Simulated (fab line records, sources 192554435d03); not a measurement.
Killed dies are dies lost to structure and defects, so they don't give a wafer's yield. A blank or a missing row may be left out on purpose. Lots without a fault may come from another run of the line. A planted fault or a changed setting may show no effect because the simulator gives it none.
Which tool did it? | flow n5_finfet | 10 lots, 30 wafers sampled, at 3 steps of a route of 1938

WHAT THE GAUGES READ, wafer by wafer
N5_BEOL_M9_CD_MEAS_35: target cd 70 nm, target cd y 40 nm.
lot  | measured     | on        | cd_nm (nm)
L421 | day 9 19:37  | cd_sem-02 | 70.4 69.9 70.8
L426 | day 11 01:25 | cd_sem-03 | 70.9 69.9 70.9
L425 | day 11 02:16 | cd_sem-01 | 70.2 70.1 70.9
L427 | day 11 04:26 | cd_sem-02 | 70.6 70.1 69.8
L433 | day 12 12:25 | cd_sem-02 | 71.1 71.0 71.0
L435 | day 13 12:37 | cd_sem-01 | 71.0 70.1 70.0
L437 | day 14 11:25 | cd_sem-03 | 69.5 70.1 69.6
L443 | day 15 03:40 | cd_sem-02 | 71.3 70.7 70.5
L439 | day 15 04:08 | cd_sem-02 | 70.5 70.3 70.7
L442 | day 15 19:43 | cd_sem-02 | 70.0 69.7 69.4

WHICH TOOL RAN EACH LOT (tool, then ch and the chambers of the sampled wafers, then the start)
lot  | N5_BEOL_M9_ETCH_76                 | N5_BEOL_M9_HM_STRIP_39
L421 | rie_diel-02 ch 1,2,3, day 9 19:03  | wet_bench-03 ch 0,2,5, day 9 19:30
L426 | rie_diel-02 ch 0,1,2, day 11 00:50 | wet_bench-04 ch 0,3,6, day 11 01:17
L425 | rie_diel-02 ch 0,3, day 11 01:42   | wet_bench-03 ch 0,2,7, day 11 02:09
L427 | rie_diel-06 ch 0,1, day 11 03:52   | wet_bench-03 ch 1,4,5, day 11 04:19
L433 | rie_diel-02 ch 1,2,3, day 12 11:51 | wet_bench-06 ch 2,3,6, day 12 12:18
L435 | rie_diel-02 ch 1,2,3, day 13 12:02 | wet_bench-03 ch 1,4,5, day 13 12:29
L437 | rie_diel-01 ch 0,1, day 14 10:50   | wet_bench-04 ch 0,4,7, day 14 11:18
L443 | rie_diel-02 ch 0,1, day 15 03:05   | wet_bench-04 ch 2,3,4, day 15 03:33
L439 | rie_diel-01 ch 1,3, day 15 03:33   | wet_bench-04 ch 1,4,5, day 15 04:00
L442 | rie_diel-01 ch 1,2,3, day 15 19:08 | wet_bench-03 ch 1,3,6, day 15 19:36
- N5_BEOL_M9_ETCH_76: etches underlayer in N2/H2, target depth 6.5 nm, time 5.2 s.
- N5_BEOL_M9_HM_STRIP_39: strips TiN in peroxide tin strip, target depth 25 nm, time 158 s.

THE ANSWER, worked out from the rows above alone
Rule: what is usual is taken from the lots themselves. Put in order of their means at a reading, lots are off if they are a third of the lots or fewer, leave a main group of 4 or more, and stand apart from it by a gap of 3 or more times the standard deviation of the main group's means; of several such gaps the widest counts. A main group whose means are all the same, to the digits that the tables above print for the reading, isn't used. A lot without any number at a reading at which 4 lots or more have one is off too. The other lots that the step has rows for count as sound.
No lot is off at any reading shown: from this, nothing can be told.

WHAT THE SIMULATOR HAD PUT IN
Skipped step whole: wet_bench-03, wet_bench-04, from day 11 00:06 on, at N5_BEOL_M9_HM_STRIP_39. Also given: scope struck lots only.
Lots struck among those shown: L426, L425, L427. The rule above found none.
